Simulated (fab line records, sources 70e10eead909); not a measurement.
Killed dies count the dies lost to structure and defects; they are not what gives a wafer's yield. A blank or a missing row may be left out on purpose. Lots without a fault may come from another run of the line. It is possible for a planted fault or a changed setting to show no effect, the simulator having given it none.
fab line records + flow nand_harc
record:
- lots: 6
- wafers: 18
- last_day: 33
route steps=1302 shown A_ONON_D2@546 END@1302
lots untouched by any fault: they come from a run of this same line in which no faults occurred
start_h: start of the lot's first displayed wafer, in hours after the record's first day + wait_h: hours elapsed since this lot's preceding step + " unchanged from the row above + L1.1+2: several wafers, shown together as one row + - value missing, or start not given + * or withheld: withheld + < > ~ a bound
route shown NAME@n: names a module that has steps shown in the file, with the first one's number in the route + usual: average and standard deviation across the fault-free wafers + same: alike in all rows + chamber/n: place in a boat + sites: readings site by site + _std_site: the standard deviation of these + _edge_site: the outer-site mean with the inner-site mean subtracted + radius_mm: for every site, how far away it sits from the centre of the wafer + mask NAME#n: copy n + behind: the most recent tool/chamber to have shaped the wafer + hold: why the lot was held/for how many hours/how that ended + device: whichever transistor did not switch (one of n, p or np) + end of line: at the end of the route, the tests of the same wafers + a step with no rows: only its recipe + killed: the dies lost at the first sort to structure and to defects; this is not the yield of the wafer + map: shows each die of a wafer: x if killed, . if not, _ if none is there
set.NAME: the setting that was run; set.NAME@STEP: the one run at that earlier step + model.NAME: the simulator's own value behind a step, which no gauge read
lots seen at some steps along the route; tables by step, rows by wafer
services: when a tool's chamber went out of use (start_h, in hours from the record's first day, below 0 if earlier), for how many hours, and the reason
== steps ==
step: NHARC_A_ONON_D2_THK_MEAS_02
recipe:
- thk_meas_gauge: ellipsometry
usual:
- thk_nm: 997/8.8
| lot.wafer | tool          | chamber | start_h | wait_h | thk_nm |
|-----------|---------------|---------|---------|--------|--------|
| L203.4    | film_metro-02 | -       | 295.31  | -      | 997    |
| L203.5    | "             | -       | "       | "      | 999    |
| L203.6    | "             | -       | "       | "      | 998    |
| L209.1    | film_metro-01 | -       | 354.46  | -      | 983    |
| L209.2    | "             | -       | "       | "      | 984    |
| L209.5    | "             | -       | "       | "      | 980    |
| L211.2    | film_metro-01 | -       | 385.43  | -      | 977    |
| L211.3    | "             | -       | "       | "      | 975    |
| L211.4    | "             | -       | "       | "      | 975    |
| L218.1    | film_metro-01 | -       | 431.82  | -      | 994    |
| L218.3    | "             | -       | "       | "      | 995    |
| L218.4    | "             | -       | "       | "      | 994    |
| L222.1    | film_metro-01 | -       | 476.80  | -      | 1005   |
| L222.2    | "             | -       | "       | "      | 1004   |
| L222.3    | "             | -       | "       | "      | 1006   |
| L224.2    | film_metro-01 | -       | 502.84  | -      | 1001   |
| L224.4    | "             | -       | "       | "      | 1002   |
| L224.6    | "             | -       | "       | "      | 1002   |
step: NHARC_A_ONON_D2_DEP_03
recipe:
- target_thk_a: 10000
- n2_flow_sccm: 2750
- n2o_flow_sccm: 2000
- nh3_flow_sccm: 500
- sih4_flow_sccm: 210
- temp_c: 400
step: NHARC_A_ONON_D2_THK_MEAS_05
recipe:
- thk_meas_gauge: ellipsometry
usual:
- thk_nm: 1000/11
| lot.wafer | tool          | chamber | start_h | wait_h | thk_nm |
|-----------|---------------|---------|---------|--------|--------|
| L203.4    | film_metro-02 | -       | 295.88  | -      | 1003   |
| L203.5    | "             | -       | "       | "      | 1001   |
| L203.6    | "             | -       | "       | "      | 1002   |
| L209.1    | film_metro-01 | -       | 355.02  | -      | 992    |
| L209.2    | "             | -       | "       | "      | 990    |
| L209.5    | "             | -       | "       | "      | 993    |
| L211.2    | film_metro-01 | -       | 385.99  | -      | 992    |
| L211.3    | "             | -       | "       | "      | 992    |
| L211.4    | "             | -       | "       | "      | 992    |
| L218.1    | film_metro-02 | -       | 432.39  | -      | 987    |
| L218.3    | "             | -       | "       | "      | 986    |
| L218.4    | "             | -       | "       | "      | 986    |
| L222.1    | film_metro-01 | -       | 477.37  | -      | 1015   |
| L222.2    | "             | -       | "       | "      | 1015   |
| L222.3    | "             | -       | "       | "      | 1014   |
| L224.2    | film_metro-02 | -       | 503.40  | -      | 979    |
| L224.4    | "             | -       | "       | "      | 978    |
| L224.6    | "             | -       | "       | "      | 980    |
step: NHARC_A_ONON_D2_DEP_06
recipe:
- target_thk_a: 10000
- n2_flow_sccm: 2750
- n2o_flow_sccm: 2000
- nh3_flow_sccm: 500
- sih4_flow_sccm: 210
- temp_c: 400
step: NHARC_A_ONON_D2_THK_MEAS_08
recipe:
- thk_meas_gauge: ellipsometry
usual:
- thk_nm: 994/9.9
| lot.wafer | tool          | chamber | start_h | wait_h | thk_nm |
|-----------|---------------|---------|---------|--------|--------|
| L203.4    | film_metro-02 | -       | 296.45  | -      | 1010   |
| L203.5    | "             | -       | "       | "      | 1009   |
| L203.6    | "             | -       | "       | "      | 1009   |
| L209.1    | film_metro-02 | -       | 355.58  | -      | 1002   |
| L209.2    | "             | -       | "       | "      | 1000   |
| L209.5    | "             | -       | "       | "      | 1002   |
| L211.2    | film_metro-01 | -       | 386.55  | -      | 1004   |
| L211.3    | "             | -       | "       | "      | 1003   |
| L211.4    | "             | -       | "       | "      | 1004   |
| L218.1    | film_metro-02 | -       | 432.96  | -      | 1005   |
| L218.3    | "             | -       | "       | "      | 1003   |
| L218.4    | "             | -       | "       | "      | 1003   |
| L222.1    | film_metro-01 | -       | 477.94  | -      | 978    |
| L222.2    | "             | -       | "       | "      | 977    |
| L222.3    | "             | -       | "       | "      | 976    |
| L224.2    | film_metro-01 | -       | 503.97  | -      | 977    |
| L224.4    | "             | -       | "       | "      | 978    |
| L224.6    | "             | -       | "       | "      | 978    |
step: NHARC_A_ONON_D2_DEP_09
recipe:
- target_thk_a: 10000
- n2_flow_sccm: 2750
- n2o_flow_sccm: 2000
- nh3_flow_sccm: 500
- sih4_flow_sccm: 210
- temp_c: 400
step: NHARC_A_ONON_D2_THK_MEAS_11
recipe:
- thk_meas_gauge: ellipsometry
usual:
- thk_nm: 999/10
| lot.wafer | tool          | chamber | start_h | wait_h | thk_nm |
|-----------|---------------|---------|---------|--------|--------|
| L203.4    | film_metro-01 | -       | 297.01  | -      | 998    |
| L203.5    | "             | -       | "       | "      | 996    |
| L203.6    | "             | -       | "       | "      | 998    |
| L209.1    | film_metro-02 | -       | 356.15  | -      | 984    |
| L209.2    | "             | -       | "       | "      | 982    |
| L209.5    | "             | -       | "       | "      | 984    |
| L211.2    | film_metro-01 | -       | 387.12  | -      | 1002   |
| L211.3    | "             | -       | "       | "      | 1001   |
| L211.4    | "             | -       | "       | "      | 1003   |
| L218.1    | film_metro-02 | -       | 433.53  | -      | 997    |
| L218.3    | "             | -       | "       | "      | 996    |
| L218.4    | "             | -       | "       | "      | 995    |
| L222.1    | film_metro-02 | -       | 478.51  | -      | 991    |
| L222.2    | "             | -       | "       | "      | 991    |
| L222.3    | "             | -       | "       | "      | 991    |
| L224.2    | film_metro-01 | -       | 504.53  | -      | 1003   |
| L224.4    | "             | -       | "       | "      | 1003   |
| L224.6    | "             | -       | "       | "      | 1004   |
step: NHARC_A_ONON_D2_DEP_12
recipe:
- target_thk_a: 10000
- n2_flow_sccm: 2750
- n2o_flow_sccm: 2000
- nh3_flow_sccm: 500
- sih4_flow_sccm: 210
- temp_c: 400
step: NHARC_A_ONON_D2_THK_MEAS_14
recipe:
- thk_meas_gauge: ellipsometry
usual:
- thk_nm: 998/11
| lot.wafer | tool          | chamber | start_h | wait_h | thk_nm |
|-----------|---------------|---------|---------|--------|--------|
| L203.4    | film_metro-02 | -       | 297.58  | -      | 1005   |
| L203.5    | "             | -       | "       | "      | 1004   |
| L203.6    | "             | -       | "       | "      | 1005   |
| L209.1    | film_metro-02 | -       | 356.71  | -      | 979    |
| L209.2    | "             | -       | "       | "      | 980    |
| L209.5    | "             | -       | "       | "      | 979    |
| L211.2    | film_metro-01 | -       | 387.69  | -      | 1008   |
| L211.3    | "             | -       | "       | "      | 1007   |
| L211.4    | "             | -       | "       | "      | 1007   |
| L218.1    | film_metro-01 | -       | 434.09  | -      | 1004   |
| L218.3    | "             | -       | "       | "      | 1004   |
| L218.4    | "             | -       | "       | "      | 1004   |
| L222.1    | film_metro-02 | -       | 479.07  | -      | 1022   |
| L222.2    | "             | -       | "       | "      | 1024   |
| L222.3    | "             | -       | "       | "      | 1024   |
| L224.2    | film_metro-01 | -       | 505.09  | -      | 1006   |
| L224.4    | "             | -       | "       | "      | 1007   |
| L224.6    | "             | -       | "       | "      | 1008   |
step: NHARC_A_ONON_D2_ANNEAL_15
recipe:
- temp_c: 750
- time_s: 3600
step: NHARC_A_ONON_D2_DEP_16
recipe:
- target_thk_a: 10000
- n2_flow_sccm: 2750
- n2o_flow_sccm: 2000
- nh3_flow_sccm: 500
- sih4_flow_sccm: 210
- temp_c: 400
step: NHARC_A_ONON_D2_THK_MEAS_18
recipe:
- thk_meas_gauge: ellipsometry
usual:
- thk_nm: 997/9.6
| lot.wafer | tool          | chamber | start_h | wait_h | thk_nm |
|-----------|---------------|---------|---------|--------|--------|
| L203.4    | film_metro-02 | -       | 308.37  | -      | 991    |
| L203.5    | "             | -       | "       | "      | 994    |
| L203.6    | "             | -       | "       | "      | 992    |
| L209.1    | film_metro-01 | -       | 361.78  | -      | 1002   |
| L209.2    | "             | -       | "       | "      | 1002   |
| L209.5    | "             | -       | "       | "      | 1002   |
| L211.2    | film_metro-02 | -       | 395.38  | -      | 998    |
| L211.3    | "             | -       | "       | "      | 997    |
| L211.4    | "             | -       | "       | "      | 996    |
| L218.1    | film_metro-02 | -       | 442.52  | -      | 1005   |
| L218.3    | "             | -       | "       | "      | 1003   |
| L218.4    | "             | -       | "       | "      | 1005   |
| L222.1    | film_metro-02 | -       | 488.67  | -      | 989    |
| L222.2    | "             | -       | "       | "      | 987    |
| L222.3    | "             | -       | "       | "      | 989    |
| L224.2    | film_metro-01 | -       | 509.62  | -      | 1002   |
| L224.4    | "             | -       | "       | "      | 1002   |
| L224.6    | "             | -       | "       | "      | 1004   |
step: NHARC_A_ONON_D2_DEP_19
recipe:
- target_thk_a: 10000
- n2_flow_sccm: 2750
- n2o_flow_sccm: 2000
- nh3_flow_sccm: 500
- sih4_flow_sccm: 210
- temp_c: 400
usual:
- nh3_flow_sccm: 500.0/1.4
| lot.wafer | tool          | chamber | start_h | wait_h | nh3_flow_sccm |
|-----------|---------------|---------|---------|--------|---------------|
| L203.4    | pecvd_onon-02 | 0       | 308.60  | 0.2    | 499.5         |
| L203.5    | "             | 0       | "       | "      | 498.8         |
| L203.6    | "             | 0       | "       | "      | 498.9         |
| L209.1    | pecvd_onon-02 | 0       | 361.83  | 0.1    | 498.6         |
| L209.2    | "             | 0       | "       | "      | 499.1         |
| L209.5    | "             | 0       | "       | "      | 499.8         |
| L211.2    | pecvd_onon-04 | 0       | 395.50  | 0.1    | 499.1         |
| L211.3    | "             | 0       | "       | "      | 497.7         |
| L211.4    | "             | 0       | "       | "      | 498.5         |
| L218.1    | pecvd_onon-01 | 0       | 442.58  | 0.1    | 500.8         |
| L218.3    | "             | 0       | "       | "      | 499.7         |
| L218.4    | "             | 0       | "       | "      | 501.5         |
| L222.1    | pecvd_onon-02 | 0       | 488.73  | 0.1    | 497.4         |
| L222.2    | "             | 0       | "       | "      | 497.7         |
| L222.3    | "             | 0       | "       | "      | 497.7         |
| L224.2    | pecvd_onon-02 | 0       | 509.73  | 0.1    | 500.0         |
| L224.4    | "             | 0       | "       | "      | 500.3         |
| L224.6    | "             | 0       | "       | "      | 501.5         |
step: NHARC_A_ONON_D2_THK_MEAS_21
recipe:
- thk_meas_gauge: ellipsometry
usual:
- thk_nm: 1001/8.5
| lot.wafer | tool          | chamber | start_h | wait_h | thk_nm |
|-----------|---------------|---------|---------|--------|--------|
| L203.4    | film_metro-01 | -       | 308.94  | -      | 999    |
| L203.5    | "             | -       | "       | "      | 998    |
| L203.6    | "             | -       | "       | "      | 999    |
| L209.1    | film_metro-02 | -       | 362.34  | -      | 1002   |
| L209.2    | "             | -       | "       | "      | 1004   |
| L209.5    | "             | -       | "       | "      | 1000   |
| L211.2    | film_metro-02 | -       | 395.94  | -      | 1009   |
| L211.3    | "             | -       | "       | "      | 1009   |
| L211.4    | "             | -       | "       | "      | 1008   |
| L218.1    | film_metro-01 | -       | 443.09  | -      | 1005   |
| L218.3    | "             | -       | "       | "      | 1004   |
| L218.4    | "             | -       | "       | "      | 1005   |
| L222.1    | film_metro-01 | -       | 489.24  | -      | 758    |
| L222.2    | "             | -       | "       | "      | 758    |
| L222.3    | "             | -       | "       | "      | 759    |
| L224.2    | film_metro-01 | -       | 510.21  | -      | 755    |
| L224.4    | "             | -       | "       | "      | 753    |
| L224.6    | "             | -       | "       | "      | 758    |
step: NHARC_A_ONON_D2_DEP_22
recipe:
- target_thk_a: 10000
- n2_flow_sccm: 2750
- n2o_flow_sccm: 2000
- nh3_flow_sccm: 500
- sih4_flow_sccm: 210
- temp_c: 400
step: NHARC_END_SORT_01
recipe:
- temp_c: 25
usual:
- killed_at_array: 59/19
- killed_at_other: 0.6/0.85
- killed_at_periphery: 3.8/2.5
- killed_dies: 64/19
- killed_open: 3.3/1.8
- killed_short: 2.2/1.6
same:
- gross_dies: 677
| lot.wafer | tool      | chamber | start_h | wait_h | killed_at_array | killed_at_other | killed_at_periphery | killed_dies | killed_open | killed_short |
|-----------|-----------|---------|---------|--------|-----------------|-----------------|---------------------|-------------|-------------|--------------|
| L222.1    | prober-01 | 0       | 772.14  | 2.5    | 674             | 0               | 3                   | 677         | 3           | 3            |
| L222.2    | prober-01 | 0       | 772.95  | 2.8    | 673             | 0               | 4                   | 677         | 3           | 3            |
| L222.3    | prober-01 | 0       | 773.76  | 3.1    | 672             | 1               | 4                   | 677         | 4           | 4            |
| L224.2    | prober-02 | 0       | 781.50  | 2.8    | 673             | 0               | 4                   | 677         | 0           | 2            |
| L224.4    | prober-02 | 0       | 783.10  | 3.4    | 672             | 1               | 4                   | 677         | 7           | 1            |
| L224.6    | prober-02 | 0       | 784.70  | 4.0    | 670             | 0               | 7                   | 677         | 4           | 1            |
killed by level:class
L222.1 A_ONON_D2:area_dep=614 A_CHANNEL_HOLE_D2:chamber_film_flake=21 A_CONTACT:chamber_film_flake=10 A_CHANNEL_HOLE_D1:chamber_film_flake=9 A_STAIRCASE:chamber_film_flake=7 A_SLIT:chamber_film_flake=4 P_STI:chamber_film_flake=2 A_ONON_D1:geometric_particle:short=1
L222.2 A_ONON_D2:area_dep=609 A_CHANNEL_HOLE_D2:chamber_film_flake=26 A_STAIRCASE:chamber_film_flake=11 A_CHANNEL_HOLE_D1:chamber_film_flake=8 A_CONTACT:chamber_film_flake=8 A_SLIT:chamber_film_flake=4 P_STI:chamber_film_flake=3 A_M1:geometric_particle:open=2
L222.3 A_ONON_D2:area_dep=606 A_CHANNEL_HOLE_D2:chamber_film_flake=25 A_CHANNEL_HOLE_D1:chamber_film_flake=11 A_STAIRCASE:chamber_film_flake=8 A_CONTACT:chamber_film_flake=7 A_SLIT:chamber_film_flake=6 P_STI:chamber_film_flake=3 A_CHANNEL_FILL_D1:geometric_particle:short=1
L224.2 A_ONON_D2:area_dep=604 A_CHANNEL_HOLE_D2:chamber_film_flake=31 A_SLIT:chamber_film_flake=15 A_CHANNEL_HOLE_D1:chamber_film_flake=11 A_CONTACT:chamber_film_flake=7 P_BONDPAD:chamber_film_flake=3 A_STAIRCASE:chamber_film_flake=3 A_ONON_D1:geometric_particle:short=1
L224.4 A_ONON_D2:area_dep=615 A_CHANNEL_HOLE_D2:chamber_film_flake=21 A_SLIT:chamber_film_flake=16 A_CHANNEL_HOLE_D1:chamber_film_flake=8 A_CONTACT:chamber_film_flake=4 P_BONDPAD:chamber_film_flake=2 P_M0:geometric_particle:open=1 A_ONON_D1:geometric_particle:open=1
L224.6 A_ONON_D2:area_dep=595 A_CHANNEL_HOLE_D2:chamber_film_flake=28 A_SLIT:chamber_film_flake=27 A_CHANNEL_HOLE_D1:chamber_film_flake=7 A_CONTACT:chamber_film_flake=6 P_GATE:chamber_film_flake=3 P_BONDPAD:chamber_film_flake=2 A_CHANNEL_FILL_D1:geometric_particle:open=1
map L222.1 (x killed, . not)
____________x____________
_________xxxxxxx_________
_______xxxxxxxxxxx_______
______xxxxxxxxxxxxx______
_____xxxxxxxxxxxxxxx_____
____xxxxxxxxxxxxxxxxx____
____xxxxxxxxxxxxxxxxx____
___xxxxxxxxxxxxxxxxxxx___
___xxxxxxxxxxxxxxxxxxx___
__xxxxxxxxxxxxxxxxxxxxx__
__xxxxxxxxxxxxxxxxxxxxx__
_xxxxxxxxxxxxxxxxxxxxxxx_
_xxxxxxxxxxxxxxxxxxxxxxx_
_xxxxxxxxxxxxxxxxxxxxxxx_
_xxxxxxxxxxxxxxxxxxxxxxx_
_xxxxxxxxxxxxxxxxxxxxxxx_
xxxxxxxxxxxxxxxxxxxxxxxxx
xxxxxxxxxxxxxxxxxxxxxxxxx
xxxxxxxxxxxxxxxxxxxxxxxxx
xxxxxxxxxxxxxxxxxxxxxxxxx
xxxxxxxxxxxxxxxxxxxxxxxxx
_xxxxxxxxxxxxxxxxxxxxxxx_
_xxxxxxxxxxxxxxxxxxxxxxx_
_xxxxxxxxxxxxxxxxxxxxxxx_
_xxxxxxxxxxxxxxxxxxxxxxx_
_xxxxxxxxxxxxxxxxxxxxxxx_
__xxxxxxxxxxxxxxxxxxxxx__
__xxxxxxxxxxxxxxxxxxxxx__
___xxxxxxxxxxxxxxxxxxx___
___xxxxxxxxxxxxxxxxxxx___
____xxxxxxxxxxxxxxxxx____
____xxxxxxxxxxxxxxxxx____
_____xxxxxxxxxxxxxxx_____
______xxxxxxxxxxxxx______
_______xxxxxxxxxxx_______
_________xxxxxxx_________
____________x____________
map L224.2 (x killed, . not)
____________x____________
_________xxxxxxx_________
_______xxxxxxxxxxx_______
______xxxxxxxxxxxxx______
_____xxxxxxxxxxxxxxx_____
____xxxxxxxxxxxxxxxxx____
____xxxxxxxxxxxxxxxxx____
___xxxxxxxxxxxxxxxxxxx___
___xxxxxxxxxxxxxxxxxxx___
__xxxxxxxxxxxxxxxxxxxxx__
__xxxxxxxxxxxxxxxxxxxxx__
_xxxxxxxxxxxxxxxxxxxxxxx_
_xxxxxxxxxxxxxxxxxxxxxxx_
_xxxxxxxxxxxxxxxxxxxxxxx_
_xxxxxxxxxxxxxxxxxxxxxxx_
_xxxxxxxxxxxxxxxxxxxxxxx_
xxxxxxxxxxxxxxxxxxxxxxxxx
xxxxxxxxxxxxxxxxxxxxxxxxx
xxxxxxxxxxxxxxxxxxxxxxxxx
xxxxxxxxxxxxxxxxxxxxxxxxx
xxxxxxxxxxxxxxxxxxxxxxxxx
_xxxxxxxxxxxxxxxxxxxxxxx_
_xxxxxxxxxxxxxxxxxxxxxxx_
_xxxxxxxxxxxxxxxxxxxxxxx_
_xxxxxxxxxxxxxxxxxxxxxxx_
_xxxxxxxxxxxxxxxxxxxxxxx_
__xxxxxxxxxxxxxxxxxxxxx__
__xxxxxxxxxxxxxxxxxxxxx__
___xxxxxxxxxxxxxxxxxxx___
___xxxxxxxxxxxxxxxxxxx___
____xxxxxxxxxxxxxxxxx____
____xxxxxxxxxxxxxxxxx____
_____xxxxxxxxxxxxxxx_____
______xxxxxxxxxxxxx______
_______xxxxxxxxxxx_______
_________xxxxxxx_________
____________x____________
== services ==
| tool          | chamber | start_h | hours | kind   |
|---------------|---------|---------|-------|--------|
| pecvd_onon-04 | -       | 311.91  | 13.0  | pm     |
| pecvd_onon-02 | -       | 366.09  | 13.0  | pm     |
| pecvd_onon-04 | -       | 434.90  | 2.4   | repair |
| pecvd_onon-01 | -       | 450.00  | 13.0  | pm     |
| pecvd_onon-02 | -       | 450.14  | 14.9  | repair |
| pecvd_onon-04 | -       | 492.91  | 13.0  | pm     |
| pecvd_onon-01 | -       | 507.90  | 2.5   | repair |
== key ==
first_sign:
- step: NHARC_A_ONON_D2_THK_MEAS_21
- reading: thk_nm
- direction: down
- sigmas: 29
- usual: 1001
- struck: 757
effect:
- step: NHARC_END_SORT_01
- reading: killed_dies
- direction: up
- sigmas: 33
- usual: 64
- struck: 677
more_kills_born_at:
- NHARC_A_ONON_D2_DEP_19@pecvd_onon-02: 3643
met_at NHARC_A_ONON_D2_DEP_19
struck_wafers L222.1,L222.2,L222.3,L224.2,L224.4,L224.6
later_rows_left_out L222.1,L222.2,L222.3,L224.2,L224.4,L224.6
tester_left_out L222,L224
onset_between 361.83 488.73
also_fits time
fault:
- kind: process_parameter_drift
- tool: pecvd_onon-02
- chamber: -
- onset_h: 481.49
- steps: NHARC_A_ONON_D2_DEP_19
- channel: target_thk_a
- offset: *
- shape: step
- end_h: 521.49
- acts_in: *
- stated: *
tester_left_out: of these lots the tester's yield and bins aren't shown, on N5 and GAA mostly nor the transistor test; their killed dies are dies lost to structure and defects alone, not to doping, threshold or leakage, so they don't give the yield
later_rows_left_out: the simulator's readings of these wafers behind a module that went badly wrong aren't trusted and aren't shown, but for the sort
